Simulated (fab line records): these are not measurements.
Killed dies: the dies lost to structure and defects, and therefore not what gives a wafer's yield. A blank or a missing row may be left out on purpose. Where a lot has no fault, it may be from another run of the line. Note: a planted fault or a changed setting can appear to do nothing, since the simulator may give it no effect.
Matching of chambers    flow nandHarc    NHARC_HYBRID_BOND_ACTIVATE_00 on rieDiel-02 has 4 sister chambers
The step chemistry N2, time 60 s. 4 wafers are shown with their chamber, then 8 later ones without.

## WAFERS PAIRED WITH THEIR CHAMBERS
wafer   chamber  showerheadPlenumPTorr (Torr)
L592.4  2        1.78
L593.3  1        1.84
L593.6  0        1.65
L594.1  3        1.84

## WAFERS MISSING THEIR CHAMBER
wafer   showerheadPlenumPTorr (Torr)
L594.4  1.78
L594.5  1.84
L596.3  1.84
L596.4  1.65
L596.5  1.84
L610.3  1.84
L610.5  1.64
L610.6  1.84

## THE CHAMBER EACH PASSED THROUGH
wafer   from the rows above      in truth
L594.4  2                        2
L594.5  can't be placed: 1 or 3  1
L596.3  can't be placed: 1 or 3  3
L596.4  0                        0
L596.5  can't be placed: 1 or 3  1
L610.3  can't be placed: 1 or 3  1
L610.5  0                        0
L610.6  can't be placed: 1 or 3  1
Correct placement for 3 of the 8. Cannot be placed on the basis of these rows: 5; the candidates contain the true chamber in 5. Placed wrongly: 0.
How it was worked out, from the rows above alone: a wafer's distance from a chamber is the root of the sum, over the readings, of the square of ((its reading less the chamber's mean) divided by the reading's scatter). The wafer belongs to the nearest chamber; if the next one is less than 2 further off, it can't be placed. For every chamber, the mean is computed from those of its wafers that are shown. The scatter: root of mean squared gap, hidden wafer to nearest shown wafer, with one shown wafer a chamber.
